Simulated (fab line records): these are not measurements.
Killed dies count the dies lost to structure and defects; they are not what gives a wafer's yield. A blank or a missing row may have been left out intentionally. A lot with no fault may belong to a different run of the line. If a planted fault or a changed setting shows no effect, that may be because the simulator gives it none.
A lot that was struck, set against a sound lot :: flow n5-finfet :: 15 out of 1938 route steps
Sound: these wafers, L646.3, L646.4, L646.5. Wafers struck: L655.2, L655.4, L655.6. At the end, the cause is stated.
Order at every step that has rows: each side's tool, ch and its chambers, its first start. Under that, the readings that differ: sound wafers :: struck wafers :: difference of the means :: sigmas: that difference in standard deviations of wafers without a fault.
alike: readings whose means differ by less than 2 such deviations, and words and numbers that are the same on both sides. not compared: withheld readings, readings that some wafer has no value for, bounds like >300 that may hide the same value, and numbers for which the record gives no deviation and whose values overlap.
Wherever a step has rows on one side only, a row that says differs or no value, or a row with sigmas, the two part there. When numbers do not overlap yet have no deviation, they are printed without sigmas and do not part them. A reading that every wafer of one side lacks parts them only if that side has two wafers or more.

N5_DUMMY_GATE_ETCH_42: etches SiO2 in CHF3/O2, target depth 3.5 nm, time 31 s.
  sound on rie-diel-04 ch 0,2, day 3 23:36; struck on rie-diel-04 ch 2,3, day 6 10:57
  alike: CHF3_flow_sccm, O2_flow_sccm, drypump-motor-current-A, mfc-ar-sccm, oes-product-au, rf-vpp-V, showerhead-plenum-p-Torr, throttle-valve-pct
  not compared: rf-hours-counter-h
N5_DUMMY_GATE_STRIP_48: strips in N2/H2, time 20 s.
  sound on rie-diel-04 ch 0,2, day 3 23:39; struck on rie-diel-04 ch 2,3, day 6 11:00
  alike: drypump-motor-current-A, oes-product-au, rf-vpp-V, showerhead-plenum-p-Torr, throttle-valve-pct
  not compared: rf-hours-counter-h
then, 5 steps without rows for these wafers: N5_DUMMY_GATE_PRECLEAN_33 (cleans in dHF, time 10 s); N5_DUMMY_GATE_PRECLEAN_25 (cleans in O3/DIW, time 45 s); N5_DUMMY_GATE_PRECLEAN_51 (cleans in SC2, time 45 s); N5_DUMMY_GATE_SRD_26 (time 30 s); N5_DUMMY_GATE_UV_OZONE_45 (time 120 s).
N5_DUMMY_GATE_INSPECT_27: inspects for defects (brightfield).
  sound on defect-inspect-02, day 3 23:50; struck on defect-inspect-02, day 6 11:11
  alike: raw-defect-count
N5_SPACER0_ALD_07: deposits SiNx, target thk 2 nm.
  sound on ald-sin-04 ch 0,3, day 3 23:52; struck on ald-sin-01 ch 1,2,3, day 6 11:13
  alike: heater-power-w
N5_SPACER0_ALD_00: deposits SiOCN, target thk 3.5 nm, pulse time 3 s, purge time 2 s.
  sound on ald-sin-04 ch 0,3, day 4 00:01; struck on ald-sin-01 ch 1,2,3, day 6 11:22
  alike: heater-power-w, precursor-pulse-height-rel
N5_SPACER0_ALD_08: deposits SiNx, target thk 2 nm.
  sound on ald-sin-04 ch 0,3, day 4 00:17; struck on ald-sin-01 ch 1,2,3, day 6 11:38
  alike: heater-power-w
N5_SPACER0_INSPECT_04: inspects for defects (darkfield).
  sound on defect-inspect-01, day 4 00:26; struck on defect-inspect-02, day 6 11:47
  alike: raw-defect-count
N5_SD_EPI_N_COAT_32: time 60 s, resist thk 350 nm.
  sound on litho-track-05 ch 0, day 4 00:28; struck on litho-track-03 ch 0, day 6 11:49
reading: heater-power-total-W (W)
sound: 502.2 500.5 498.2
struck: 655.7 659.1 655.2
difference: +156.4
sigmas: +87

reading: run-length-s (s)
sound: 66.38 66.60 66.48
struck: 44.27 44.29 44.30
difference: -22.20
sigmas: -99 or more

reading: model.SOC_of_SD_EPI_N_COAT_32.thk-nm (nm)
sound: 350.8 349.8 350.8
struck: 352 351.4 353
difference: +2
sigmas: 
then, 1 step without rows for these wafers: N5_SD_EPI_N_COAT_33 (time 60 s, resist thk 35 nm).
-- record jumps: 10 days separate the struck wafers' starts on either side; left off in module SD_EPI_N, taken up again in module PASSIVATION, whose first shown step is the route's number 1936 --
N5_PASSIVATION_PROBE_49:
  sound on prober-01, day 13 12:49; struck on prober-02, day 16 11:31
  alike: killed_at_M0_to_M3, killed_at_M4_up, killed-at-contacts, killed-at-front-end, killed-at-other, killed-dies, killed-open, killed-short

## WHERE THEY PART
Only at N5_SD_EPI_N_COAT_32, within this record. Later steps at which nothing parts them and some readings are alike: N5_PASSIVATION_PROBE_49.

WHY: what the simulator had put in
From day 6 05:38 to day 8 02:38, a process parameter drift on litho-track-03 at N5_SD_EPI_N_COAT_32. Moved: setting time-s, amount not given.
